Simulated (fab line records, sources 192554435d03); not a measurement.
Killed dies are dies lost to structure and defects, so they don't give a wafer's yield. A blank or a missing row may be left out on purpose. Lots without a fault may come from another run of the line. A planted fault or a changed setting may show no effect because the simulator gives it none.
fab line records | flow n5_finfet
record lots=7 wafers=21
route steps=1938 shown BEOL_M8@1362 BEOL_M9@1401 BEOL_M10@1494 BEOL_M11@1590 BEOL_M12@1649
start_h: hours from the record's first day to the start of the lot's first wafer shown | wait_h: hours since the lot's step before | " the same as in the row above | L1.1+2: a row that stands for several wafers | - no value, or no start given | * or withheld: withheld | < > ~ a bound
route shown NAME@n: a module of which the file shows steps, and the number in the route of the first | usual: mean/standard deviation of fault-free wafers | same: alike in all rows | chamber/n: place in a boat | sites: the reading at each site | _std_site: their standard deviation | _edge_site: outer sites' mean less inner sites' | radius_mm: how far each site lies from the wafer's centre | mask NAME#n: copy n | behind: the tool/chamber that last shaped the wafer | hold: why the lot was held/for how many hours/how that ended | device: the transistor (n, p or np) that didn't switch | end of line: the same wafers' tests at the end of the route | a step without rows: its recipe alone | killed: dies lost to structure and defects at the first sort, not the wafer's yield | map: a wafer's dies, x killed, . not, _ none there
set.NAME: the setting as run; set.NAME@STEP: as run at that earlier step | model.NAME: the simulator's own value behind a step, which no gauge read
lots whose settings were changed on purpose; a table a step, a row a wafer
## steps
# step N5_BEOL_M8_EXPOSE_25
# recipe mask_id=V7 na=0.33 source_shape=annular sigma_inner=0.4 sigma_outer=0.8 polarization=unpolarized target_cd_nm=40 dose_mj=42.5
# columns lot.wafer tool chamber start_h wait_h mask set.dose_mj
L077.1+3 euv_scanner-01 0 253.77 - V7#0 40.91
L077.4 " 0 " " V7#0 42.5
L080.1+4 euv_scanner-02 0 269.23 - V7#0 39.79
L080.3 " 0 " " V7#0 42.5
L082.1+4 euv_scanner-01 0 271.63 - V7#0 44.38
L082.6 " 0 " " V7#0 42.5
L086.2+4 euv_scanner-02 0 299.21 - V7#0 44.75
L086.6 " 0 " " V7#0 42.5
L091.1+2+3 euv_scanner-02 0 320.24 - V7#0 42.5
L094.3 euv_scanner-01 0 337.89 - V7#0 43.97
L094.5+6 " 0 " " V7#0 42.5
L095.2+3+6 euv_scanner-02 0 344.41 - V7#0 42.5
# step N5_BEOL_M8_PEB_26
# recipe peb_temp_c=100 peb_time_s=60 resist=CAR-EUV
# step N5_BEOL_M8_DEVELOP_27
# recipe develop_time_s=30 developer=TMAH resist=CAR-EUV rinse_liquid=surfactant_rinse dry=air_spin dev_temp_c=23
# step N5_BEOL_M8_CD_MEAS_28
# recipe target_cd_nm=40 landing_energy_ev=500 detector=se_inlens
# usual cd_nm=39.99/0.23
# columns lot.wafer tool chamber start_h wait_h set.dose_mj@BEOL_M8_EXPOSE_25 cd_nm
L077.1 cd_sem-03 0 253.90 - 40.91 39.11
L077.3 " 0 " " 40.91 39.18
L077.4 " 0 " " 42.5 39.85
L080.1 cd_sem-02 0 269.36 - 39.79 38.50
L080.3 " 0 " " 42.5 39.84
L080.4 " 0 " " 39.79 38.54
L082.1 cd_sem-03 0 271.76 - 44.38 40.56
L082.4 " 0 " " 44.38 40.72
L082.6 " 0 " " 42.5 40.02
L086.2 cd_sem-02 0 299.34 - 44.75 41.02
L086.4 " 0 " " 44.75 40.92
L086.6 " 0 " " 42.5 39.62
L091.1 cd_sem-03 0 320.37 - 42.5 40.05
L091.2 " 0 " " 42.5 40.07
L091.3 " 0 " " 42.5 40.15
L094.3 cd_sem-01 0 338.01 - 43.97 40.49
L094.5 " 0 " " 42.5 39.68
L094.6 " 0 " " 42.5 40.04
L095.2 cd_sem-02 0 344.54 - 42.5 40.11
L095.3 " 0 " " 42.5 40.01
L095.6 " 0 " " 42.5 40.01
# step N5_BEOL_M8_DESCUM_33
# recipe chemistry=O2 time_s=7 source_power_w=50 bias_power_w=20 pressure_mtorr=20 rf_frequency_hz=2.712e+07 temp_c=40 resist=CAR-EUV o2_flow_sccm=225
# columns lot.wafer tool chamber start_h wait_h set.dose_mj@BEOL_M8_EXPOSE_25 model.BEOL_M8.cd_nm
L077.1 rie_diel-01 2 254.02 0.0 40.91 39
L077.3 " 0 " " 40.91 39.2
L077.4 " 3 " " 42.5 40
L080.1+4 rie_diel-04 2,3 269.48 0.0 39.79 38.6
L080.3 " 0 " " 42.5 40
L082.1+4 rie_diel-02 3,0 271.99 0.1 44.38 41
L082.6 " 3 " " 42.5 40.2
L086.2 rie_diel-02 2 299.46 0.0 44.75 41
L086.4 " 0 " " 44.75 41.2
L086.6 " 1 " " 42.5 40
L091.1+2 rie_diel-01 0,1 321.04 0.6 42.5 40.2
L091.3 " 2 " " 42.5 40
L094.3 rie_diel-02 2 338.87 0.8 43.97 40.6
L094.5 " 3 " " 42.5 40.2
L094.6 " 2 " " 42.5 40
L095.2+6 rie_diel-02 3,1 344.84 0.0 42.5 40.2
L095.3 " 1 " " 42.5 40
# step N5_BEOL_M8_ETCH_72
# recipe chemistry=N2/H2 target=underlayer target_depth_a=65 mask_material=CAR-EUV time_s=5.2 ion_energy_ev=200 pressure_mtorr=30 source_w=840 bias_w=150 n2_flow_sccm=200 h2_flow_sccm=200 ends=cleared
# columns lot.wafer tool chamber start_h wait_h set.dose_mj@BEOL_M8_EXPOSE_25 model.BEOL_M8.cd_nm
L077.1+3 rie_diel-01 2,0 254.06 0.0 40.91 39
L077.4 " 3 " " 42.5 40
L080.1+4 rie_diel-04 2,3 269.52 0.0 39.79 38.6
L080.3 " 0 " " 42.5 40
L082.1+4 rie_diel-02 3,0 272.02 0.0 44.38 41
L082.6 " 3 " " 42.5 40.2
L086.2 rie_diel-02 2 299.49 0.0 44.75 41
L086.4 " 0 " " 44.75 41.2
L086.6 " 1 " " 42.5 40
L091.1+2+3 rie_diel-01 0,1,2 321.07 0.0 42.5 40.2
L094.3 rie_diel-02 2 338.91 0.0 43.97 40.6
L094.5 " 3 " " 42.5 40.2
L094.6 " 2 " " 42.5 40
L095.2+6 rie_diel-02 3,1 344.87 0.0 42.5 40.2
L095.3 " 1 " " 42.5 40
# step N5_BEOL_M8_ETCH_65
# recipe chemistry=CF4 target=SiARC target_depth_a=156 mask_material=CAR-EUV time_s=26 ion_energy_ev=80 pressure_mtorr=40 source_w=545 bias_w=36 Ar_flow_sccm=100 cf4_flow_sccm=100 ends=cleared
# columns lot.wafer tool chamber start_h wait_h set.dose_mj@BEOL_M8_EXPOSE_25 model.BEOL_M8.cd_nm
L077.1 rie_diel-01 2 254.07 0.0 40.91 39.2
L077.3 " 0 " " 40.91 39
L077.4 " 3 " " 42.5 40
L080.1 rie_diel-04 2 269.53 0.0 39.79 38.6
L080.3 " 0 " " 42.5 40
L080.4 " 3 " " 39.79 38.8
L082.1+4 rie_diel-02 3,0 272.04 0.0 44.38 41
L082.6 " 3 " " 42.5 40.2
L086.2 rie_diel-02 2 299.51 0.0 44.75 40.8
L086.4 " 0 " " 44.75 41.2
L086.6 " 1 " " 42.5 40
L091.1+2+3 rie_diel-01 0,1,2 321.09 0.0 42.5 40.2
L094.3 rie_diel-02 2 338.92 0.0 43.97 40.4
L094.5 " 3 " " 42.5 40.2
L094.6 " 2 " " 42.5 39.8
L095.2+6 rie_diel-02 3,1 344.89 0.0 42.5 40.2
L095.3 " 1 " " 42.5 40
# step N5_BEOL_M9_ILD_DEP_00
# recipe material=SiCOH_lowk target_thk_a=3085.1 temp_c=300 precursor=DEMS/porogen pressure_torr=5 rf_w=500 time_s=58
# columns lot.wafer tool chamber start_h wait_h set.time_s model.SiCOH_lowk_of_BEOL_M9_ILD_DEP_00.thk_nm
L077.1 pecvd-04 2 258.16 0.0 58 304.2
L077.3 " 0 " " 58 306.4
L077.4 " 1 " " 58 310.2
L080.1 pecvd-03 0 272.55 0.0 58 304
L080.3 " 1 " " 66.7 356.8
L080.4 " 2 " " 66.7 354
L082.1 pecvd-03 1 274.88 0.0 58 312.2
L082.4 " 2 " " 58 311
L082.6 " 1 " " 55.62 302.2
L086.2 pecvd-03 1 302.56 0.0 58 311
L086.4 " 2 " " 64.06 347.8
L086.6 " 0 " " 58 314.2
L091.1 pecvd-02 1 324.58 0.0 58 307.6
L091.2 " 2 " " 58 309.8
L091.3 " 0 " " 58 309
L094.3 pecvd-03 2 345.52 0.0 52.92 276.8
L094.5 " 0 " " 52.92 282.8
L094.6 " 1 " " 58 315.6
L095.2 pecvd-04 0 347.79 0.0 58 304.6
L095.3 " 2 " " 50.25 264.2
L095.6 " 2 " " 50.25 268.4
# step N5_BEOL_M9_CURE_71
# recipe temp_c=385 time_s=240 ambient=He/Ar material=SiCOH_lowk
# columns lot.wafer tool chamber start_h wait_h set.time_s@BEOL_M9_ILD_DEP_00 model.SiCOH_lowk_of_BEOL_M9_ILD_DEP_00.thk_nm
L077.1 uv_cure-02 2 258.23 0.0 58 264.2
L077.3 " 2 " " 58 266
L077.4 " 2 " " 58 269.6
L080.1 uv_cure-01 0 272.69 0.1 58 264
L080.3 " 0 " " 66.7 310.8
L080.4 " 0 " " 66.7 308.4
L082.1 uv_cure-01 2 274.96 0.0 58 271.4
L082.4 " 2 " " 58 270.2
L082.6 " 2 " " 55.62 262.4
L086.2 uv_cure-03 0 302.72 0.1 58 270.2
L086.4 " 0 " " 64.06 302.8
L086.6 " 0 " " 58 273.2
L091.1 uv_cure-02 2 324.65 0.0 58 267.2
L091.2 " 2 " " 58 269.2
L091.3 " 2 " " 58 268.6
L094.3 uv_cure-03 1 345.92 0.4 52.92 240
L094.5 " 1 " " 52.92 245.2
L094.6 " 1 " " 58 274.4
L095.2 uv_cure-03 0 347.95 0.1 58 264.6
L095.3 " 0 " " 50.25 228.8
L095.6 " 0 " " 50.25 232.6
# step N5_BEOL_M9_THK_MEAS_01
# recipe reads=SiCOH_lowk_of_BEOL_M9_ILD_DEP_00
# usual M9_ILD_THK=269/3.3
# columns lot.wafer tool chamber start_h wait_h set.time_s@BEOL_M9_ILD_DEP_00 M9_ILD_THK[nm]
L077.1 film_metro-02 - 258.75 0.4 58 264
L077.3 " - " " 58 266
L077.4 " - " " 58 270
L080.1 film_metro-01 - 273.20 0.4 58 264
L080.3 " - " " 66.7 311
L080.4 " - " " 66.7 308
L082.1 film_metro-01 - 275.48 0.4 58 271
L082.4 " - " " 58 270
L082.6 " - " " 55.62 263
L086.2 film_metro-01 - 303.15 0.4 58 270
L086.4 " - " " 64.06 303
L086.6 " - " " 58 273
L091.1 film_metro-02 - 325.17 0.4 58 267
L091.2 " - " " 58 269
L091.3 " - " " 58 269
L094.3 film_metro-02 - 346.28 0.3 52.92 240
L094.5 " - " " 52.92 245
L094.6 " - " " 58 274
L095.2 film_metro-01 - 348.39 0.4 58 265
L095.3 " - " " 50.25 229
L095.6 " - " " 50.25 232
# step N5_BEOL_M9_COAT_60
# recipe resist=SiARC temp_c=220 time_s=60 spin_rpm=1500 resist_thk_nm=30
# columns lot.wafer tool chamber start_h wait_h set.spin_rpm model.SiARC_of_BEOL_M9_COAT_60.thk_nm
L077.1 litho_track-03 0 - - 1500 29.8
L077.3 " 0 " " 1628 28.6
L077.4 " 0 " " 1500 30
L080.1 litho_track-04 0 - - 1500 30.2
L080.3+4 " 0 " " 1599 29.2
L082.1 litho_track-03 0 - - 1500 30
L082.4+6 " 0 " " 1500 29.8
L086.2 litho_track-03 0 - - 1652 28.6
L086.4+6 " 0 " " 1500 30.2
L091.1+2+3 litho_track-03 0 - - 1500 30
L094.3 litho_track-03 0 - - 1500 30
L094.5+6 " 0 " " 1629 28.8
L095.2+3+6 litho_track-04 0 - - 1500 30
# step N5_BEOL_M9_COAT_05
# recipe resist=CAR-ArF spin_rpm=1500 resist_thk_nm=90
# step N5_BEOL_M9_EBR_07
# recipe solvent=PGMEA ebr_width_mm=1.5
# step N5_BEOL_M9_DESCUM_16
# recipe chemistry=O2 time_s=7.9 source_power_w=50 bias_power_w=20 pressure_mtorr=20 rf_frequency_hz=2.712e+07 temp_c=40 resist=CAR-ArF o2_flow_sccm=225
# step N5_BEOL_M9_ETCH_61
# recipe chemistry=CF4 target=SiARC target_depth_a=390 mask_material=CAR-ArF time_s=65 ion_energy_ev=80 pressure_mtorr=40 source_w=545 bias_w=36 Ar_flow_sccm=100 cf4_flow_sccm=100 ends=cleared
# columns lot.wafer tool chamber start_h wait_h set.spin_rpm@BEOL_M9_COAT_60 model.etch.depth_nm model.CAR-ArF_of_BEOL_M9_COAT_05.thk_nm
L077.1 rie_diel-06 2 259.34 0.0 1500 29.86 55.6
L077.3 " 3 " " 1628 28.66 56.8
L077.4 " 1 " " 1500 29.95 55.8
L080.1 rie_diel-06 2 274.16 0.0 1500 30.14 55.8
L080.3 " 1 " " 1599 29.18 56.2
L080.4 " 3 " " 1599 29.11 56.6
L082.1 rie_diel-03 1 276.93 0.0 1500 29.9 55.6
L082.4 " 0 " " 1500 29.88 55.6
L082.6 " 2 " " 1500 29.87 55.8
L086.2 rie_diel-06 2 304.51 0.0 1652 28.68 57
L086.4 " 3 " " 1500 30.2 55.2
L086.6 " 1 " " 1500 30.13 55.4
L091.1 rie_diel-05 1 326.39 0.0 1500 30.01 55.4
L091.2 " 3 " " 1500 30 55.4
L091.3 " 2 " " 1500 29.94 55.6
L094.3 rie_diel-06 2 347.35 0.0 1500 30.01 55.6
L094.5 " 2 " " 1629 28.87 56.6
L094.6 " 1 " " 1629 28.74 56.8
L095.2 rie_diel-03 3 349.27 0.0 1500 29.92 55.4
L095.3 " 2 " " 1500 30.04 55.2
L095.6 " 0 " " 1500 30.04 55.6
# step N5_BEOL_M10_COAT_63
# recipe resist=SOC temp_c=250 time_s=60 spin_rpm=1500 resist_thk_nm=100
# columns lot.wafer tool chamber start_h wait_h set.spin_rpm model.SOC_of_BEOL_M10_COAT_63.thk_nm
L077.1 litho_track-03 0 269.05 1.2 1500 99.8
L077.3 " 0 " " 1376 104.2
L077.4 " 0 " " 1376 104.4
L080.1 litho_track-03 0 283.28 0.2 1500 100.2
L080.3+4 " 0 " " 1500 100
L082.1 litho_track-01 0 289.12 1.9 1413 103.2
L082.4 " 0 " " 1500 99.6
L082.6 " 0 " " 1500 100
L086.2 litho_track-05 0 314.15 0.0 1500 100
L086.4 " 0 " " 1500 99.8
L086.6 " 0 " " 1348 105.4
L091.1 litho_track-01 0 337.48 2.4 1500 100
L091.2 " 0 " " 1500 100.4
L091.3 " 0 " " 1500 99.8
L095.2 litho_track-03 0 356.70 0.8 1500 99.6
L095.3 " 0 " " 1500 99.8
L095.6 " 0 " " 1631 95.6
L094.3 litho_track-01 0 356.71 0.3 1585 97.4
L094.5+6 " 0 " " 1585 97.2
# step N5_BEOL_M10_PEB_26
# recipe peb_temp_c=withheld peb_time_s=60 resist=CAR-ArF
# columns lot.wafer tool chamber start_h wait_h set.peb_time_s
L077.1+3+4 litho_track-01 0 269.36 0.1 60
L080.1+4 litho_track-01 0 283.47 0.1 67.54
L080.3 " 0 " " 60
L082.1+4+6 litho_track-01 0 289.43 0.1 60
L086.2+4+6 litho_track-03 0 314.45 0.1 60
L091.1+2+3 litho_track-03 0 337.79 0.1 60
L095.2+3+6 litho_track-03 0 357.01 0.1 60
L094.3 litho_track-05 0 357.18 0.0 52.45
L094.5+6 " 0 " " 60
# step N5_BEOL_M10_DEVELOP_27
# recipe develop_time_s=30 developer=TMAH resist=CAR-ArF rinse_liquid=diw dry=air_spin dev_temp_c=23
# step N5_BEOL_M10_CD_MEAS_28
# recipe target_cd_nm=70 landing_energy_ev=500 detector=se_inlens polarity=opening
# usual cd_nm=70.3/0.95
# columns lot.wafer tool chamber start_h wait_h set.peb_time_s@BEOL_M10_PEB_26 cd_nm
L077.1 cd_sem-02 0 269.43 - 60 69.7
L077.3 " 0 " " 60 71.0
L077.4 " 0 " " 60 70.9
L080.1 cd_sem-03 0 283.53 - 67.54 74.2
L080.3 " 0 " " 60 69.6
L080.4 " 0 " " 67.54 75.2
L082.1 cd_sem-03 0 289.49 - 60 70.9
L082.4 " 0 " " 60 71.1
L082.6 " 0 " " 60 70.4
L086.2 cd_sem-03 0 314.52 - 60 70.8
L086.4 " 0 " " 60 70.7
L086.6 " 0 " " 60 71.7
L091.1 cd_sem-03 0 337.86 - 60 68.6
L091.2 " 0 " " 60 69.4
L091.3 " 0 " " 60 68.5
L095.2 cd_sem-03 0 357.08 - 60 70.4
L095.3 " 0 " " 60 70.3
L095.6 " 0 " " 60 70.1
L094.3 cd_sem-03 0 357.25 - 52.45 64.8
L094.5 " 0 " " 60 70.7
L094.6 " 0 " " 60 70.7
# step N5_BEOL_M10_DESCUM_33
# recipe chemistry=O2 time_s=7.9 source_power_w=50 bias_power_w=20 pressure_mtorr=20 rf_frequency_hz=2.712e+07 temp_c=40 resist=CAR-ArF o2_flow_sccm=225
# step N5_BEOL_M10_ETCH_65
# recipe chemistry=CF4 target=SiARC target_depth_a=390 mask_material=CAR-ArF time_s=65 ion_energy_ev=80 pressure_mtorr=40 source_w=545 bias_w=36 Ar_flow_sccm=100 cf4_flow_sccm=100 ends=cleared
# step N5_BEOL_M10_ETCH_66
# recipe chemistry=N2/H2 target=SOC target_depth_a=1200 overetch_a=240 mask_material=SiARC temp_c=40 time_s=180 ion_energy_ev=200 pressure_mtorr=30 source_w=840 bias_w=150 n2_flow_sccm=200 h2_flow_sccm=200
# columns lot.wafer tool chamber start_h wait_h set.spin_rpm@BEOL_M10_COAT_63 model.etch.depth_nm
L077.1 rie_diel-02 3 269.63 0.0 1500 99.8
L077.3+4 " 0,3 " " 1376 104.3
L080.1 rie_diel-04 2 283.71 0.0 1500 100.2
L080.3 " 1 " " 1500 99.97
L080.4 " 3 " " 1500 100.1
L082.1 rie_diel-02 1 289.70 0.0 1413 103.3
L082.4 " 3 " " 1500 99.68
L082.6 " 1 " " 1500 99.93
L086.2 rie_diel-02 3 314.70 0.0 1500 100.1
L086.4 " 3 " " 1500 99.89
L086.6 " 0 " " 1348 105.4
L091.1 rie_diel-02 1 338.49 0.0 1500 99.96
L091.2 " 2 " " 1500 100.4
L091.3 " 3 " " 1500 99.74
L095.2 rie_diel-04 1 357.25 0.0 1500 99.69
L095.3 " 2 " " 1500 99.77
L095.6 " 3 " " 1631 95.55
L094.3 rie_diel-01 3 357.42 0.0 1585 97.31
L094.5 " 3 " " 1585 97.12
L094.6 " 0 " " 1585 97.26
# step N5_BEOL_M10_STRIP_69
# recipe chemistry=N2/H2 temp_c=40 n2_flow_sccm=200 h2_flow_sccm=200 rf_frequency_hz=6e+07
# step N5_BEOL_M10_VIA_ETCH_34
# recipe chemistry=C4F6/O2 target=SiCOH_lowk target_depth_a=1845 mask_material=SOC taper_deg=4 time_s=69.2 ion_energy_ev=250 pressure_mtorr=30 source_w=345 bias_w=185 Ar_flow_sccm=300 C4F6_flow_sccm=10 O2_flow_sccm=10
# columns lot.wafer tool chamber start_h wait_h set.spin_rpm@BEOL_M10_COAT_63 model.SOC_of_BEOL_M10_COAT_63.thk_nm
L077.1 rie_diel-02 3 269.76 0.0 1500 91.4
L077.3 " 0 " " 1376 96.2
L077.4 " 3 " " 1376 96
L080.1+3 rie_diel-04 2,1 283.83 0.0 1500 92.4
L080.4 " 3 " " 1500 92.2
L082.1 rie_diel-02 1 289.82 0.0 1413 95
L082.4 " 3 " " 1500 91.4
L082.6 " 1 " " 1500 91.8
L086.2 rie_diel-02 3 314.83 0.0 1500 91.8
L086.4 " 3 " " 1500 91.6
L086.6 " 0 " " 1348 97.6
L091.1 rie_diel-02 1 338.62 0.0 1500 91.8
L091.2 " 2 " " 1500 92.2
L091.3 " 3 " " 1500 91.4
L095.2 rie_diel-04 1 357.37 0.0 1500 91.8
L095.3 " 2 " " 1500 92
L095.6 " 3 " " 1631 87.8
L094.3+6 rie_diel-01 3,0 357.54 0.0 1585 89.2
L094.5 " 3 " " 1585 89
# step N5_BEOL_M11_ALD_74
# recipe material=TaN target_thk_a=20 temp_c=275 ald_precursor_family=PDMAT ald_co_reactant=NH3 pressure_torr=3 carrier_flow_sccm=1500 pulse_time_s=2 purge_time_s=3 co_reactant_purge_time_s=2 co_reactant_pulse_time_s=3 ald_cycles=40 precursor_vessel_temp_c=75 precursor_vessel_pressure_torr=26.25 precursor_vessel_carrier_sccm=1000
# columns lot.wafer tool chamber start_h wait_h set.ald_cycles model.TaN_of_BEOL_M11_ALD_74.thk_nm
L077.1 ald_metal-01 3 276.51 0.0 40 2
L077.3 " 2 " " 34 1.6
L077.4 " 0 " " 34 1.8
L080.1 ald_metal-03 3 295.69 0.0 34 1.8
L080.3+4 " 2 " " 40 2
L082.1+4 ald_metal-03 0,3 299.81 0.1 40 2
L082.6 " 2 " " 45 2.2
L086.2+4+6 ald_metal-01 0,3,2 323.36 0.0 38 2
L091.1+2+3 ald_metal-02 2,1,3 352.01 0.0 40 2
L095.2+3 ald_metal-02 0,2 366.45 0.0 40 2
L095.6 " 0 " " 43 2.2
L094.3+5 ald_metal-03 0 366.54 0.1 46 2.4
L094.6 " 1 " " 40 2
# step N5_BEOL_M12_SPUTTER_44
# recipe material=Ta target_thk_a=100 temp_c=50 bias_v=80 power_w=15000 chamber_pressure_pa=0.07 time_s=16.13
# columns lot.wafer tool chamber start_h wait_h set.time_s model.Ta_of_BEOL_M12_SPUTTER_44.thk_nm
L077.1 pvd_sputter-02 - 282.68 0.0 16.13 9.8
L077.3+4 " - " " 17.12 10.6
L080.1+3+4 pvd_sputter-01 - 301.16 0.0 16.13 10
L082.1+6 pvd_sputter-01 - 306.72 0.0 16.13 10
L082.4 " - " " 14.6 9.2
L086.2 pvd_sputter-02 - 330.37 0.0 16.13 9.8
L086.4 " - " " 17.42 10.6
L086.6 " - " " 17.42 10.8
L091.1+2 pvd_sputter-02 - 360.37 0.0 16.13 10
L091.3 " - " " 16.13 10.2
L095.2 pvd_sputter-02 - 375.34 0.0 14.92 9.2
L095.3+6 " - " " 16.13 10.2
L094.3 pvd_sputter-03 - 376.33 0.0 16.13 10.4
L094.5 " - " " 17.65 11
L094.6 " - " " 16.13 10.2
## key
split step=N5_BEOL_M8_EXPOSE_25 setting=dose_mj stated=42.5 by=wafer
response step=N5_BEOL_M8_CD_MEAS_28 reading=cd_nm change=+0.202 per=1% r=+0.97
response step=N5_BEOL_M8_DESCUM_33 reading=model.BEOL_M8.cd_nm change=+0.205 per=1% r=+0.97
response step=N5_BEOL_M8_ETCH_72 reading=model.BEOL_M8.cd_nm change=+0.208 per=1% r=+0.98
response step=N5_BEOL_M8_ETCH_65 reading=model.BEOL_M8.cd_nm change=+0.192 per=1% r=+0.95
split step=N5_BEOL_M9_ILD_DEP_00 setting=time_s stated=58 by=wafer
response step=N5_BEOL_M9_ILD_DEP_00 reading=model.SiCOH_lowk_of_BEOL_M9_ILD_DEP_00.thk_nm change=+3.3 per=1% r=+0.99
response step=N5_BEOL_M9_CURE_71 reading=model.SiCOH_lowk_of_BEOL_M9_ILD_DEP_00.thk_nm change=+2.93 per=1% r=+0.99
response step=N5_BEOL_M9_THK_MEAS_01 reading=M9_ILD_THK change=+2.93 per=1% r=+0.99
split step=N5_BEOL_M9_COAT_60 setting=spin_rpm stated=1500 by=wafer
response step=N5_BEOL_M9_COAT_60 reading=model.SiARC_of_BEOL_M9_COAT_60.thk_nm change=-0.151 per=1% r=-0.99
response step=N5_BEOL_M9_ETCH_61 reading=model.etch.depth_nm change=-0.145 per=1% r=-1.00
response step=N5_BEOL_M9_ETCH_61 reading=model.CAR-ArF_of_BEOL_M9_COAT_05.thk_nm change=+0.137 per=1% r=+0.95
split step=N5_BEOL_M10_COAT_63 setting=spin_rpm stated=1500 by=wafer
response step=N5_BEOL_M10_COAT_63 reading=model.SOC_of_BEOL_M10_COAT_63.thk_nm change=-0.528 per=1% r=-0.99
response step=N5_BEOL_M10_ETCH_66 reading=model.etch.depth_nm change=-0.53 per=1% r=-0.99
response step=N5_BEOL_M10_VIA_ETCH_34 reading=model.SOC_of_BEOL_M10_COAT_63.thk_nm change=-0.549 per=1% r=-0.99
split step=N5_BEOL_M10_PEB_26 setting=peb_time_s stated=60 by=wafer
response step=N5_BEOL_M10_CD_MEAS_28 reading=cd_nm change=+0.437 per=1% r=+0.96
split step=N5_BEOL_M11_ALD_74 setting=ald_cycles stated=40 by=wafer
response step=N5_BEOL_M11_ALD_74 reading=model.TaN_of_BEOL_M11_ALD_74.thk_nm change=+0.0197 per=1% r=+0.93
split step=N5_BEOL_M12_SPUTTER_44 setting=time_s stated=16.13 by=wafer
response step=N5_BEOL_M12_SPUTTER_44 reading=model.Ta_of_BEOL_M12_SPUTTER_44.thk_nm change=+0.1 per=1% r=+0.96
